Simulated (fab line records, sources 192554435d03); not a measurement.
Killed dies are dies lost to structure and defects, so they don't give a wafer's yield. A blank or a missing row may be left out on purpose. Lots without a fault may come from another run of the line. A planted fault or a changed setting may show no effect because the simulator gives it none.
Chamber matching | flow n5_finfet | N5_BEOL_M10_ILD_DEP_00 on pecvd-01: 3 sister chambers
The step deposits SiCOH lowk from DEMS/porogen, target thk 308.51 nm, time 58 s. 14 wafers are shown with their chamber, then 7 later ones without.

WAFERS WITH THEIR CHAMBER
wafer  | chamber | throttle_valve_pct (%) | showerhead_plenum_p_Torr (Torr) | heater_power_w (W)
L074.1 | 1       | 13.9                   | 5.760                           | 252
L074.4 | 2       | 12.5                   | 5.713                           | 266
L074.6 | 1       | 13.9                   | 5.744                           | 266
L078.1 | 1       | 14.0                   | 5.754                           | 240
L078.2 | 2       | 12.5                   | 5.704                           | 280
L078.4 | 2       | 12.8                   | 5.715                           | 289
L089.1 | 2       | 12.7                   | 5.723                           | 233
L089.4 | 0       | 14.8                   | 5.755                           | 311
L089.6 | 1       | 13.9                   | 5.742                           | 243
L091.1 | 1       | 14.0                   | 5.739                           | 227
L091.2 | 2       | 13.0                   | 5.705                           | 258
L091.4 | 1       | 14.1                   | 5.724                           | 240
L092.2 | 0       | 14.2                   | 5.759                           | 285
L092.4 | 1       | 14.1                   | 5.753                           | 256

SIGNATURES (means of the wafers above)
reading                  | chamber 0 | chamber 1 | chamber 2 | scatter within a chamber
throttle_valve_pct       | 14.500    | 13.986    | 12.700    | 0.193
showerhead_plenum_p_Torr | 5.75700   | 5.74514   | 5.71200   | 0.01
heater_power_w           | 298.00    | 246.29    | 265.20    | 17
Rule: a wafer's distance from a chamber is the root of the sum, over the readings, of the square of ((its reading less the chamber's mean) divided by the reading's scatter). The wafer belongs to the nearest chamber; if the next one is less than 2 further off, it can't be placed. The scatter: the root of (the sum of the squares of (reading less its chamber's mean) over the shown wafers, divided by (wafers less chambers)).

WAFERS WITHOUT THEIR CHAMBER
wafer  | throttle_valve_pct (%) | showerhead_plenum_p_Torr (Torr) | heater_power_w (W)
L092.5 | 12.7                   | 5.725                           | 299
L076.2 | 14.1                   | 5.744                           | 286
L076.3 | 14.0                   | 5.733                           | 278
L076.5 | 14.2                   | 5.735                           | 220
L097.1 | 13.9                   | 5.748                           | 246
L097.3 | 12.3                   | 5.705                           | 267
L097.6 | 14.2                   | 5.762                           | 323

WHICH CHAMBER EACH WENT THROUGH
wafer  | from the rows above     | in truth
L092.5 | 2                       | 2
L076.2 | can't be placed: 1 or 0 | 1
L076.3 | can't be placed: 1 or 0 | 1
L076.5 | 1                       | 1
L097.1 | 1                       | 1
L097.3 | 2                       | 2
L097.6 | 0                       | 0
Placed correctly: 5 of 7. Can't be placed from these rows: 2 (the true chamber is among the candidates in 2). Placed wrongly: 0.
